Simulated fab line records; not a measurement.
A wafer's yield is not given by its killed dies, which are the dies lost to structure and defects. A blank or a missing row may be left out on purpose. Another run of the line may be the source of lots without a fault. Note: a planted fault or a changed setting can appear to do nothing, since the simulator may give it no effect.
Lot-split experiment    flow n5 finfet    on a route of 1938 steps: 7 lots, 21 wafers read

ABOUT THE SPLIT
At N5_DUMMY_GATE_COAT_34 (time 60 s, resist thk 60 nm), the setting spin rpm was moved away from the recipe's 1500 rpm on 10 of the 21 wafers read, by -5.9% to +9.1%. This setting was run at the recipe's value on the other wafers.

FROM THE SPLIT TO THE READING: what the file shows between them, 4 steps
- N5_DUMMY_GATE_COAT_35: time 60 s, resist thk 10 nm
- N5_DUMMY_GATE_COAT_28: time 60 s, resist thk 10 nm
- N5_DUMMY_GATE_ETCH_29: etches underlayer in N2/H2, target depth 13 nm
- N5_DUMMY_GATE_ETCH_36: etches SiARC in CF4, target depth 13 nm

THE READING
etch.depth nm (the simulator's own value, which no gauge read), in nm, at N5_DUMMY_GATE_ETCH_37 (etches SOC in N2/H2, target depth 60 nm, overetch 30 nm). No usual value for it is given in the file. Average 60.19 nm, standard deviation 0.087 nm, over the 11 wafers here run with the recipe.

wafer   tool, chamber at the split  spin rpm as run, rpm  against the recipe  etch.depth nm, nm  against lot-mates on the recipe
L083.1  litho track-02, 0           1411                  -5.9%               62.07              +1.69
L083.2  litho track-02, 0           1411                  -5.9%               62.2               +1.82
L083.6  litho track-02, 0           1500                  recipe              60.38              -
L084.1  litho track-02, 0           1500                  recipe              60.26              -
L084.5  litho track-02, 0           1563                  +4.2%               58.89              -1.37
L084.6  litho track-02, 0           1563                  +4.2%               59.04              -1.22
L085.1  litho track-02, 0           1423                  -5.1%               61.95              +1.73
L085.2  litho track-02, 0           1423                  -5.1%               61.68              +1.46
L085.4  litho track-02, 0           1500                  recipe              60.22              -
L089.3  litho track-04, 0           1500                  recipe              60.08              -
L089.4  litho track-04, 0           1500                  recipe              60.2               -
L089.6  litho track-04, 0           1500                  recipe              60.03              -
L090.2  litho track-01, 0           1500                  recipe              60.14              -
L090.4  litho track-01, 0           1551                  +3.4%               59.26              -0.91
L090.5  litho track-01, 0           1500                  recipe              60.21              -
L092.1  litho track-01, 0           1637                  +9.1%               57.44              -2.75
L092.3  litho track-01, 0           1637                  +9.1%               57.54              -2.65
L092.5  litho track-01, 0           1500                  recipe              60.19              -
L095.2  litho track-01, 0           1500                  recipe              60.2               -
L095.5  litho track-01, 0           1500                  recipe              60.17              -
L095.6  litho track-01, 0           1585                  +5.7%               58.71              -1.48

FIT RESULTS
A straight line over all 21 wafers: etch.depth nm changes by -0.302 nm for each +1% of spin rpm; r = -1.00; the points scatter about the line by 0.11 nm.
The same after taking each lot's own level away (the mean of its wafers on the recipe; 21 wafers): -0.296 nm for each +1%; r = -1.00; scatter 0.086 nm.
The reading moves by 2.7 nm for the largest change in spin rpm, on that fit.
Across the lots, their own levels run from 60.103 to 60.380 nm, a range of 3.2 times the standard deviation given above.
Hence the lot-to-lot level has little effect on the slope; both slopes agree.
Check: -2.66 nm against its lot-mates is what the line predicts for one of the wafers moved furthest among these (+9.1%) when that wafer is left out of the fit. Against them it came out at -2.75 nm.

ADDITIONAL SPLITS CARRIED BY THESE WAFERS
Note: prior to the reading, these wafers also went through further splits. Each is held against what the fit with the lots' levels taken away leaves over:
other split on the same wafers  wafers away from the commonest value  r with etch.depth nm (lot level and that fit taken away)
N5_ZERO_LAYER_PECVD_02 time s   4                                     -0.32
N5_WELL_APT_EXPOSE_22 dose mj   7                                     +0.35
N5_WELL_APT_DESCUM_30 time s    3                                     -0.16
N5_FIN_SAQP_ETCH_65 time s      6                                     +0.09
N5_DUMMY_GATE_HM_DEP_06 time s  12                                    +0.18

THE WHOLE CHAIN: every reading that the file lists as answering this split, in the file's order
step                   what it does                                             reading                                                                            change (the file's fit)                r (the file's)
N5_DUMMY_GATE_COAT_34  time 60 s, resist thk 60 nm                              SOC_of_DUMMY_GATE_COAT_34.thk nm (the simulator's own value, which no gauge read)  -0.29 nm for each +1% of the setting   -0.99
N5_DUMMY_GATE_ETCH_37  etches SOC in N2/H2, target depth 60 nm, overetch 30 nm  etch.depth nm (the simulator's own value, which no gauge read)                     -0.292 nm for each +1% of the setting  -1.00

FILE'S OWN FIT
etch.depth nm changes by -0.292 nm for each +1% of spin rpm, r = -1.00.
